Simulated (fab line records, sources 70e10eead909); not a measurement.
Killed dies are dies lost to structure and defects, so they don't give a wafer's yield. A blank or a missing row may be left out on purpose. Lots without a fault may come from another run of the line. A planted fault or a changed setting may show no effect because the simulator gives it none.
fab line records | flow nand_harc
record lots=6 wafers=18 last_day=34
route steps=1302 shown A_CONTACT@1055 END@1302
lots that met no fault: from a run of the same line without faults
start_h: hours from the record's first day to the start of the lot's first wafer shown | wait_h: hours since the lot's step before | " the same as in the row above | L1.1+2: a row that stands for several wafers | - no value, or no start given | * or withheld: withheld | < > ~ a bound
route shown NAME@n: a module of which the file shows steps, and the number in the route of the first | usual: mean/standard deviation of fault-free wafers | same: alike in all rows | chamber/n: place in a boat | sites: the reading at each site | _std_site: their standard deviation | _edge_site: outer sites' mean less inner sites' | radius_mm: how far each site lies from the wafer's centre | mask NAME#n: copy n | behind: the tool/chamber that last shaped the wafer | hold: why the lot was held/for how many hours/how that ended | device: the transistor (n, p or np) that didn't switch | end of line: the same wafers' tests at the end of the route | a step without rows: its recipe alone | killed: dies lost to structure and defects at the first sort, not the wafer's yield | map: a wafer's dies, x killed, . not, _ none there
set.NAME: the setting as run; set.NAME@STEP: as run at that earlier step | model.NAME: the simulator's own value behind a step, which no gauge read
lots at some steps of the route; a table a step, a row a wafer
services: from which hour (start_h, from the record's first day; less than 0 if before it) a tool's chamber was out of use, for how many hours, and why
## steps
# step NHARC_A_CONTACT_ETCH_132
# recipe source_w=withheld pressure_mtorr=20 bias_v=3000 time_s=197 target_depth_a=19240 ar_flow_sccm=withheld c4f8_flow_sccm=withheld o2_flow_sccm=withheld chemistry=C4F8/O2/Ar
# step NHARC_A_CONTACT_ETCH_133
# recipe source_w=withheld pressure_mtorr=20 bias_v=400 time_s=374 target_depth_a=16100 ar_flow_sccm=withheld c4f8_flow_sccm=11.5 o2_flow_sccm=7.2 chemistry=C4F8/O2/Ar
# columns lot.wafer tool chamber start_h wait_h rf_hours_counter_h
L762.4 har_cap_etch-03 1 494.90 0.3 -
L762.5 " 0 " " -
L762.6 " 1 " " -
L772.3 har_cap_etch-01 0 596.17 0.2 -
L772.4 " 1 " " -
L772.5 " 1 " " -
L776.1 har_cap_etch-03 0 662.07 0.2 76
L776.4 " 1 " " -
L776.6 " 1 " " -
L783.1 har_cap_etch-02 0 705.95 0.2 125
L783.4 " 0 " " -
L783.5 " 1 " " -
L784.1 har_cap_etch-01 1 730.39 0.1 37
L784.2 " 0 " " 37
L784.3 " 0 " " -
L785.3 har_cap_etch-01 1 753.05 0.2 -
L785.5 " 1 " " -
L785.6 " 0 " " -
# step NHARC_A_CONTACT_ETCH_91
# recipe target_depth_a=400 over_etch_frac=0.5 time_s=85.7 ion_energy_ev=120 ch3f_flow_sccm=50 o2_flow_sccm=30 ar_flow_sccm=200 rf_w=500 bias_w=100 chemistry=CH3F/O2
# step NHARC_A_CONTACT_ETCH_97
# recipe target_depth_a=200 over_etch_frac=0.5 time_s=10 ion_energy_ev=250 c4f6_flow_sccm=25 o2_flow_sccm=20 ar_flow_sccm=500 rf_w=600 bias_w=500 chemistry=C4F6/O2
# step NHARC_A_CONTACT_CD_MEAS_80
# usual cd_nm=289.7/0.87
# columns lot.wafer tool chamber start_h wait_h cd_nm
L762.4 cd_sem-01 - 495.70 - 289.5
L762.5 " - " " 289.5
L762.6 " - " " 289.7
L772.3 cd_sem-03 - 597.03 - 286.9
L772.4 " - " " 288.0
L772.5 " - " " 287.5
L776.1 cd_sem-02 - 663.23 - 289.2
L776.4 " - " " 289.5
L776.6 " - " " 289.8
L783.1 cd_sem-01 - 706.89 - 289.0
L783.4 " - " " 288.9
L783.5 " - " " 289.1
L784.1 cd_sem-03 - 731.40 - 290.1
L784.2 " - " " 290.1
L784.3 " - " " 290.1
L785.3 cd_sem-02 - 753.92 - 288.9
L785.5 " - " " 289.4
L785.6 " - " " 289.4
# step NHARC_A_CONTACT_STRIP_103
# recipe n2_flow_sccm=150 h2_flow_sccm=150 ar_flow_sccm=0 bias_w=0 chemistry=N2/H2
# step NHARC_A_CONTACT_STRIP_104
# recipe cf4_flow_sccm=100 chf3_flow_sccm=30 ar_flow_sccm=0 bias_w=0 chemistry=CF4/CHF3
# step NHARC_A_CONTACT_STRIP_105
# recipe o2_flow_sccm=400 cos_flow_sccm=20 ar_flow_sccm=0 bias_w=0 chemistry=O2/COS
# step NHARC_A_CONTACT_ETCH_106
# recipe target_depth_a=900 overetch_a=90 time_s=49.5 ion_energy_ev=100 cf4_flow_sccm=80 o2_flow_sccm=20 ar_flow_sccm=0 rf_w=300 bias_w=100 chemistry=CF4/O2
# usual cf4_flow_sccm=79.98/0.22 drypump_motor_current_A=5.8/0.43 oes_product_au=1.001/0.0084 rf_vpp_V=198.0/1.3 showerhead_plenum_p_Torr=1.35/0.05 throttle_valve_pct=13.397/0.0091
# columns lot.wafer tool chamber start_h wait_h cf4_flow_sccm drypump_motor_current_A oes_product_au rf_hours_counter_h rf_vpp_V showerhead_plenum_p_Torr throttle_valve_pct
L762.4 rie_diel-11 3 495.98 0.1 79.83 5.8 0.998 8 198.1 1.40 13.400
L762.5 " 3 " " 80.01 5.9 1.004 - 200.1 1.40 13.401
L762.6 " 0 " " 79.78 4.9 0.996 - 196.2 1.29 13.402
L772.3 rie_diel-10 3 597.33 0.1 80.04 5.3 1.002 62 197.4 1.33 13.391
L772.4 " 0 " " 80.18 5.9 1.000 40 196.3 1.33 13.396
L772.5 " 1 " " 79.90 5.8 0.995 - 198.6 1.40 13.398
L776.1 rie_diel-03 1 663.56 0.1 80.14 5.2 0.984 4 198.9 1.42 13.421
L776.4 " 2 " " 80.27 6.8 1.007 - 197.8 1.35 13.388
L776.6 " 1 " " 79.92 5.2 0.993 - 197.9 1.42 13.397
L783.1 rie_diel-11 1 707.18 0.1 80.05 5.7 1.026 17 197.8 1.37 13.381
L783.4 " 3 " " 79.78 5.8 1.001 16 199.7 1.40 13.397
L783.5 " 1 " " 79.76 5.7 1.013 - 199.2 1.37 13.418
L784.2 rie_diel-11 0 731.69 0.1 79.73 4.9 1.002 18 197.3 1.28 13.409
L784.1 " 1 " " 80.30 5.7 1.005 19 196.8 1.37 13.402
L784.3 " 2 " " 79.94 5.8 1.003 21 198.2 1.29 13.408
L785.3 rie_diel-03 3 754.22 0.1 80.53 6.1 1.001 30 198.2 1.35 13.390
L785.6 " 0 " " 79.85 6.1 0.998 - 200.2 1.41 13.385
L785.5 " 1 " " 79.75 5.2 0.993 - 199.8 1.41 13.405
# step NHARC_A_CONTACT_STRIP_82
# recipe o2_flow_sccm=500 ar_flow_sccm=0 bias_w=0 chemistry=O2
# step NHARC_A_CONTACT_STRIP_83
# recipe time_s=600 temp_c=30 chemistry=post_etch_residue_remover
# step NHARC_A_CONTACT_DEP_84
# recipe target_thk_a=28000 temp_c=400 material=aC
# step NHARC_A_CONTACT_DEP_85
# recipe target_thk_a=600 target_thk_nm=60 temp_c=400 pressure_torr=3.5 flow_sccm=200 rf_w=350 material=SiON
# usual heater_power_w=807/90
# columns lot.wafer tool chamber start_h wait_h heater_power_w
L762.4 pecvd-04 0 499.88 0.7 806
L762.5 " 1 " " 822
L762.6 " 2 " " 821
L772.3 pecvd-03 0 604.66 0.9 900
L772.4 " 2 " " 719
L772.5 " 0 " " 887
L776.1 pecvd-03 0 668.18 1.5 808
L776.6 " 0 " " 808
L776.4 " 1 " " 821
L783.1 pecvd-03 0 709.61 1.5 891
L783.5 " 1 " " 973
L783.4 " 0 " " 914
L784.3 pecvd-04 0 735.80 0.9 888
L784.1 " 1 " " 803
L784.2 " 2 " " 818
L785.3 pecvd-04 1 758.15 0.9 777
L785.6 " 0 " " 787
L785.5 " 1 " " 791
# step NHARC_A_CONTACT_DEHYDRATE_00
# recipe temp_c=150 time_s=120
# step NHARC_A_CONTACT_HMDS_01
# recipe time_s=30
# step NHARC_A_CONTACT_COAT_86
# recipe temp_c=260 time_s=75
# step NHARC_A_CONTACT_COAT_87
# recipe temp_c=225 time_s=65
# step NHARC_A_CONTACT_COAT_02
# recipe spin_rpm=1500 resist_thk_nm=90
# step NHARC_A_CONTACT_SOFTBAKE_03
# recipe temp_c=105 time_s=55
# step NHARC_A_CONTACT_EBR_04
# step NHARC_A_CONTACT_EXPOSE_05
# recipe na=1.35 sigma_outer=0.8 dose_mj=84.24 mask_id=A_CC
# step NHARC_A_CONTACT_PEB_06
# recipe peb_temp_c=100 peb_time_s=65
# step NHARC_A_CONTACT_DEVELOP_07
# recipe develop_time_s=35 dev_temp_c=23
# step NHARC_A_CONTACT_CD_MEAS_08
# recipe target_cd_nm=200 landing_energy_ev=500
# usual cd_nm=199.7/0.51
# columns lot.wafer tool chamber start_h wait_h cd_nm
L762.4 cd_sem-01 0 500.53 - 199.6
L762.5 " 0 " " 199.3
L762.6 " 0 " " 199.6
L772.3 cd_sem-01 0 605.23 - 199.6
L772.4 " 0 " " 200.0
L772.5 " 0 " " 199.0
L776.1 cd_sem-03 0 668.75 - 199.3
L776.4 " 0 " " 199.0
L776.6 " 0 " " 199.8
L783.1 cd_sem-02 0 710.28 - 199.6
L783.4 " 0 " " 199.6
L783.5 " 0 " " 200.1
L784.1 cd_sem-03 0 736.42 - 198.6
L784.2 " 0 " " 199.6
L784.3 " 0 " " 199.3
L785.3 cd_sem-02 0 758.72 - 199.9
L785.5 " 0 " " 199.8
L785.6 " 0 " " 199.6
# step NHARC_A_CONTACT_OVL_MEAS_09
# usual overlay_x_nm=0.1/1 overlay_y_nm=0.3/0.95
# columns lot.wafer tool chamber start_h wait_h overlay_x_nm overlay_y_nm
L762.4 overlay-02 - 500.61 - -0.3 -0.9
L762.5 " - " " -0.2 -1.3
L762.6 " - " " 0.3 -0.9
L772.3 overlay-01 - 605.32 - 0.2 -0.7
L772.4 " - " " 0.4 -0.2
L772.5 " - " " 0.2 -0.4
L776.1 overlay-01 - 668.84 - 1.6 0.4
L776.4 " - " " 1.5 0.8
L776.6 " - " " 1.9 -0.2
L783.1 overlay-01 - 710.37 - -1.3 -0.9
L783.4 " - " " -1.5 -0.5
L783.5 " - " " -1.0 -0.2
L784.1 overlay-01 - 736.51 - 0.9 1.3
L784.2 " - " " 1.4 1.8
L784.3 " - " " 1.2 1.3
L785.3 overlay-02 - 758.81 - 1.8 1.7
L785.5 " - " " 1.3 1.7
L785.6 " - " " 1.3 1.4
# step NHARC_A_CONTACT_INSPECT_10
# usual raw_defect_count=92/32
# columns lot.wafer tool chamber start_h wait_h raw_defect_count
L762.4 defect_inspect-01 - 500.65 0.0 140
L762.5 " - " " 128
L762.6 " - " " 142
L772.3 defect_inspect-01 - 605.35 0.0 127
L772.4 " - " " 129
L772.5 " - " " 138
L776.1 defect_inspect-02 - 668.87 0.0 104
L776.4 " - " " 126
L776.6 " - " " 127
L783.1 defect_inspect-02 - 710.40 0.0 91
L783.4 " - " " 95
L783.5 " - " " 74
L784.1 defect_inspect-02 - 736.55 0.0 135
L784.2 " - " " 130
L784.3 " - " " 97
L785.3 defect_inspect-01 - 758.85 0.0 65
L785.5 " - " " 45
L785.6 " - " " 52
# step NHARC_A_CONTACT_DESCUM_13
# recipe time_s=3 o2_flow_sccm=200 ar_flow_sccm=0 bias_power_w=0 chemistry=O2
# step NHARC_A_CONTACT_ETCH_88
# recipe target_depth_a=390 over_etch_frac=0.3 time_s=65 ion_energy_ev=80 cf4_flow_sccm=150 ar_flow_sccm=0 rf_w=300 bias_w=100 chemistry=CF4
# step NHARC_A_CONTACT_ETCH_89
# recipe target_depth_a=2600 over_etch_frac=0.3 time_s=475.3 ion_energy_ev=200 n2_flow_sccm=150 h2_flow_sccm=150 ar_flow_sccm=0 rf_w=400 bias_w=150 chemistry=N2/H2
# step NHARC_A_CONTACT_ETCH_30
# recipe target_depth_a=726 time_s=36.3 cf4_flow_sccm=100 chf3_flow_sccm=30 ar_flow_sccm=0 rf_w=500 bias_w=200 chemistry=CF4/CHF3
# step NHARC_A_CONTACT_ETCH_31
# recipe target_depth_a=28000 over_etch_frac=0.3 time_s=728 ion_energy_ev=150 o2_flow_sccm=400 cos_flow_sccm=20 ar_flow_sccm=0 rf_w=500 bias_w=300 chemistry=O2/COS
# step NHARC_A_CONTACT_ETCH_134
# recipe source_w=withheld pressure_mtorr=20 bias_v=withheld time_s=140 target_depth_a=7000 ar_flow_sccm=withheld c4f8_flow_sccm=withheld o2_flow_sccm=withheld chemistry=C4F8/O2/Ar
# step NHARC_A_CONTACT_ETCH_135
# recipe source_w=withheld pressure_mtorr=20 bias_v=1200 time_s=311 target_depth_a=19120 ar_flow_sccm=withheld c4f8_flow_sccm=withheld o2_flow_sccm=withheld chemistry=C4F8/O2/Ar
# step NHARC_A_CONTACT_ETCH_136
# recipe source_w=withheld pressure_mtorr=20 bias_v=1200 time_s=311 target_depth_a=19120 ar_flow_sccm=withheld c4f8_flow_sccm=withheld o2_flow_sccm=withheld chemistry=C4F8/O2/Ar
# step NHARC_A_CONTACT_ETCH_137
# recipe source_w=withheld pressure_mtorr=20 bias_v=1200 time_s=311 target_depth_a=19120 ar_flow_sccm=withheld c4f8_flow_sccm=withheld o2_flow_sccm=withheld chemistry=C4F8/O2/Ar
# step NHARC_A_CONTACT_ETCH_138
# recipe source_w=withheld pressure_mtorr=20 bias_v=1200 time_s=311 target_depth_a=19140 ar_flow_sccm=withheld c4f8_flow_sccm=withheld o2_flow_sccm=withheld chemistry=C4F8/O2/Ar
# columns lot.wafer tool chamber start_h wait_h rf_hours_counter_h
L762.4 har_cap_etch-02 1 503.30 0.3 -
L762.5 " 1 " " -
L762.6 " 0 " " -
L772.3 har_cap_etch-03 0 607.67 0.2 -
L772.4 " 1 " " -
L772.5 " 1 " " -
L776.1 har_cap_etch-02 0 672.12 0.2 119
L776.4 " 0 " " -
L776.6 " 1 " " -
L783.1 har_cap_etch-02 0 712.91 0.3 127
L783.4 " 0 " " -
L783.5 " 0 " " -
L784.1 har_cap_etch-03 0 738.74 0.2 87
L784.2 " 1 " " 87
L784.3 " 1 " " -
L785.3 har_cap_etch-03 1 761.18 0.2 -
L785.6 " 0 " " -
L785.5 " 1 " " -
# step NHARC_A_CONTACT_ETCH_139
# recipe source_w=withheld pressure_mtorr=20 bias_v=400 time_s=195 target_depth_a=8400 ar_flow_sccm=withheld c4f8_flow_sccm=11.5 o2_flow_sccm=7.2 chemistry=C4F8/O2/Ar
# columns lot.wafer tool chamber start_h wait_h rf_hours_counter_h
L762.4 har_cap_etch-02 1 503.67 0.3 -
L762.5 " 1 " " -
L762.6 " 0 " " -
L772.3 har_cap_etch-03 0 607.94 0.2 -
L772.4 " 1 " " -
L772.5 " 1 " " -
L776.1 har_cap_etch-02 0 672.39 0.2 119
L776.4 " 0 " " -
L776.6 " 1 " " -
L783.1 har_cap_etch-02 0 713.27 0.3 127
L783.4 " 0 " " -
L783.5 " 0 " " -
L784.1 har_cap_etch-03 0 739.02 0.2 87
L784.2 " 1 " " 87
L784.3 " 1 " " -
L785.3 har_cap_etch-03 1 761.45 0.2 -
L785.6 " 0 " " -
L785.5 " 1 " " -
# step NHARC_A_CONTACT_ETCH_92
# recipe target_depth_a=400 over_etch_frac=0.5 time_s=85.7 ion_energy_ev=120 ch3f_flow_sccm=50 o2_flow_sccm=30 ar_flow_sccm=200 rf_w=500 bias_w=100 chemistry=CH3F/O2
# step NHARC_A_CONTACT_ETCH_98
# recipe target_depth_a=200 over_etch_frac=0.5 time_s=10 ion_energy_ev=250 c4f6_flow_sccm=25 o2_flow_sccm=20 ar_flow_sccm=500 rf_w=600 bias_w=500 chemistry=C4F6/O2
# usual drypump_motor_current_A=5.7/0.46 oes_product_au=0.954/0.022 rf_vpp_V=547.3/2.9 showerhead_plenum_p_Torr=3.94/0.14 throttle_valve_pct=26.904/0.0086
# columns lot.wafer tool chamber start_h wait_h drypump_motor_current_A oes_product_au rf_hours_counter_h rf_vpp_V showerhead_plenum_p_Torr throttle_valve_pct
L762.4 rie_diel-11 2 - - 5.8 0.956 10 545.2 3.84 26.913
L762.6 " 2 " " 5.9 0.955 - 545.1 3.84 26.891
L762.5 " 3 " " 5.9 0.933 - 551.0 4.11 26.901
L772.4 rie_diel-11 0 - - 4.9 0.953 29 544.5 3.79 26.882
L772.3 " 2 " " 5.8 0.945 29 545.4 3.83 26.897
L772.5 " 3 " " 5.9 0.951 - 549.5 4.10 26.905
L776.1 rie_diel-11 0 - - 4.9 0.945 8 543.6 3.79 26.914
L776.4 " 3 " " 5.8 0.946 9 550.9 4.09 26.893
L776.6 " 1 " " 5.7 0.936 - 548.0 4.02 26.893
L783.1 rie_diel-11 3 714.09 0.1 5.9 0.953 17 552.0 4.09 26.903
L783.5 " 2 " " 5.8 0.963 - 545.5 3.81 26.906
L783.4 " 0 " " 4.9 0.951 - 543.9 3.78 26.898
L784.3 rie_diel-10 0 - - 5.9 0.955 48 544.8 3.88 26.915
L784.2 " 1 " " 5.9 0.954 45 551.0 4.09 26.905
L784.1 " 2 " " 6.4 0.973 48 544.0 3.71 26.910
L785.3 rie_diel-11 3 - - 5.9 0.933 25 551.1 4.08 26.899
L785.6 " 3 " " 5.8 0.934 - 550.9 4.08 26.923
L785.5 " 0 " " 4.9 0.943 - 544.1 3.78 26.904
# step NHARC_A_CONTACT_CD_MEAS_15
# usual cd_nm=190.0/0.5
# columns lot.wafer tool chamber start_h wait_h cd_nm
L762.4 cd_sem-03 - 504.42 - 190.5
L762.5 " - " " 191.1
L762.6 " - " " 190.5
L772.3 cd_sem-02 - 608.62 - 189.3
L772.4 " - " " 189.4
L772.5 " - " " 189.6
L776.1 cd_sem-03 - 673.17 - 189.2
L776.4 " - " " 189.3
L776.6 " - " " 189.6
L783.1 cd_sem-01 - 714.17 - 189.8
L783.4 " - " " 189.8
L783.5 " - " " 189.9
L784.1 cd_sem-01 - 739.79 - 190.6
L784.2 " - " " 190.3
L784.3 " - " " 190.6
L785.3 cd_sem-03 - 762.10 - 189.6
L785.5 " - " " 189.9
L785.6 " - " " 190.0
# step NHARC_A_CONTACT_STRIP_107
# recipe n2_flow_sccm=150 h2_flow_sccm=150 ar_flow_sccm=0 bias_w=0 chemistry=N2/H2
# step NHARC_A_CONTACT_STRIP_108
# recipe cf4_flow_sccm=100 chf3_flow_sccm=30 ar_flow_sccm=0 bias_w=0 chemistry=CF4/CHF3
# step NHARC_END_SORT_01
# recipe temp_c=25
# usual killed_at_array=63/18 killed_at_other=1.1/1.3 killed_at_periphery=4.3/2.8 killed_dies=68/18 killed_open=3.3/2 killed_short=2.4/1.6
# same gross_dies=677
# columns lot.wafer tool chamber start_h wait_h killed_at_array killed_at_other killed_at_periphery killed_dies killed_open killed_short
L776.4 prober-01 0 762.64 3.4 675 0 2 677 1 3
L783.5 prober-01 0 786.77 3.6 672 2 3 677 3 1
# killed by level:class
L776.4 A_CONTACT:area_dep=591 A_SLIT:chamber_film_flake=38 A_CHANNEL_HOLE_D1:chamber_film_flake=34 A_CONTACT:chamber_film_flake=3 A_ZERO_WELL:chamber_film_flake=2 A_STAIRCASE:chamber_film_flake=2 P_GATE:geometric_particle:open=1 A_ONON_D1:geometric_particle:short=1
L783.5 A_CONTACT:area_dep=617 A_SLIT:chamber_film_flake=23 A_CONTACT:chamber_film_flake=12 A_CHANNEL_HOLE_D1:chamber_film_flake=11 A_WL_FILL:chamber_film_flake=3 P_M1:chamber_film_flake=2 HYBRID_BOND:chamber_film_flake=2 A_ONON_D1:geometric_particle:open=1
# map L776.4 (x killed, . not)
____________x____________
_________xxxxxxx_________
_______xxxxxxxxxxx_______
______xxxxxxxxxxxxx______
_____xxxxxxxxxxxxxxx_____
____xxxxxxxxxxxxxxxxx____
____xxxxxxxxxxxxxxxxx____
___xxxxxxxxxxxxxxxxxxx___
___xxxxxxxxxxxxxxxxxxx___
__xxxxxxxxxxxxxxxxxxxxx__
__xxxxxxxxxxxxxxxxxxxxx__
_xxxxxxxxxxxxxxxxxxxxxxx_
_xxxxxxxxxxxxxxxxxxxxxxx_
_xxxxxxxxxxxxxxxxxxxxxxx_
_xxxxxxxxxxxxxxxxxxxxxxx_
_xxxxxxxxxxxxxxxxxxxxxxx_
xxxxxxxxxxxxxxxxxxxxxxxxx
xxxxxxxxxxxxxxxxxxxxxxxxx
xxxxxxxxxxxxxxxxxxxxxxxxx
xxxxxxxxxxxxxxxxxxxxxxxxx
xxxxxxxxxxxxxxxxxxxxxxxxx
_xxxxxxxxxxxxxxxxxxxxxxx_
_xxxxxxxxxxxxxxxxxxxxxxx_
_xxxxxxxxxxxxxxxxxxxxxxx_
_xxxxxxxxxxxxxxxxxxxxxxx_
_xxxxxxxxxxxxxxxxxxxxxxx_
__xxxxxxxxxxxxxxxxxxxxx__
__xxxxxxxxxxxxxxxxxxxxx__
___xxxxxxxxxxxxxxxxxxx___
___xxxxxxxxxxxxxxxxxxx___
____xxxxxxxxxxxxxxxxx____
____xxxxxxxxxxxxxxxxx____
_____xxxxxxxxxxxxxxx_____
______xxxxxxxxxxxxx______
_______xxxxxxxxxxx_______
_________xxxxxxx_________
____________x____________
# map L783.5 (x killed, . not)
____________x____________
_________xxxxxxx_________
_______xxxxxxxxxxx_______
______xxxxxxxxxxxxx______
_____xxxxxxxxxxxxxxx_____
____xxxxxxxxxxxxxxxxx____
____xxxxxxxxxxxxxxxxx____
___xxxxxxxxxxxxxxxxxxx___
___xxxxxxxxxxxxxxxxxxx___
__xxxxxxxxxxxxxxxxxxxxx__
__xxxxxxxxxxxxxxxxxxxxx__
_xxxxxxxxxxxxxxxxxxxxxxx_
_xxxxxxxxxxxxxxxxxxxxxxx_
_xxxxxxxxxxxxxxxxxxxxxxx_
_xxxxxxxxxxxxxxxxxxxxxxx_
_xxxxxxxxxxxxxxxxxxxxxxx_
xxxxxxxxxxxxxxxxxxxxxxxxx
xxxxxxxxxxxxxxxxxxxxxxxxx
xxxxxxxxxxxxxxxxxxxxxxxxx
xxxxxxxxxxxxxxxxxxxxxxxxx
xxxxxxxxxxxxxxxxxxxxxxxxx
_xxxxxxxxxxxxxxxxxxxxxxx_
_xxxxxxxxxxxxxxxxxxxxxxx_
_xxxxxxxxxxxxxxxxxxxxxxx_
_xxxxxxxxxxxxxxxxxxxxxxx_
_xxxxxxxxxxxxxxxxxxxxxxx_
__xxxxxxxxxxxxxxxxxxxxx__
__xxxxxxxxxxxxxxxxxxxxx__
___xxxxxxxxxxxxxxxxxxx___
___xxxxxxxxxxxxxxxxxxx___
____xxxxxxxxxxxxxxxxx____
____xxxxxxxxxxxxxxxxx____
_____xxxxxxxxxxxxxxx_____
______xxxxxxxxxxxxx______
_______xxxxxxxxxxx_______
_________xxxxxxx_________
____________x____________
## services
# columns tool chamber start_h hours kind
rie_diel-03 0 475.38 9.6 repair
rie_diel-11 3 476.42 1.9 repair
pecvd-03 - 479.70 0.6 repair
har_cap_etch-02 - 480.05 13.6 repair
rie_diel-03 2 490.23 16.0 repair
rie_diel-11 0 491.47 - clean
rie_diel-11 1 491.47 - clean
har_cap_etch-01 - 498.08 17.0 pm
pecvd-04 - 547.06 1.0 repair
pecvd-03 - 547.09 13.0 pm
rie_diel-11 3 589.56 5.1 repair
rie_diel-10 - 598.20 9.0 pm
rie_diel-11 - 610.46 9.0 pm
rie_diel-11 0 623.90 8.0 repair
rie_diel-10 3 627.91 2.3 repair
pecvd-04 - 631.07 13.0 pm
rie_diel-03 - 637.87 9.0 pm
rie_diel-03 0 660.94 4.6 repair
pecvd-03 - 698.41 0.2 repair
rie_diel-10 3 701.09 2.6 repair
pecvd-03 - 728.36 13.0 pm
rie_diel-11 - 753.49 0.2 repair
har_cap_etch-02 - 754.96 17.0 pm
har_cap_etch-03 - 757.61 0.8 repair
## key
first_sign step=NHARC_END_SORT_01 reading=killed_at_array direction=up sigmas=35 usual=63 struck=674
effect step=NHARC_END_SORT_01 reading=killed_dies direction=up sigmas=34 usual=68 struck=677
more_kills_born_at NHARC_A_CONTACT_DEP_85@pecvd-03=1208
met_at NHARC_A_CONTACT_DEP_85
struck_wafers L776.4,L783.5
later_rows_left_out L776.4,L783.5
tester_left_out L776,L783
fault kind=process_parameter_drift tool=pecvd-03 chamber=1 onset_h=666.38 steps=NHARC_A_CONTACT_DEP_85 channel=target_thk_nm offset=25.989 shape=step end_h=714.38 acts_in=these_recipes_only stated=60
# tester_left_out: of these lots the tester's yield and bins aren't shown, on N5 and GAA mostly nor the transistor test; their killed dies are dies lost to structure and defects alone, not to doping, threshold or leakage, so they don't give the yield
# later_rows_left_out: the simulator's readings of these wafers behind a module that went badly wrong aren't trusted and aren't shown, but for the sort
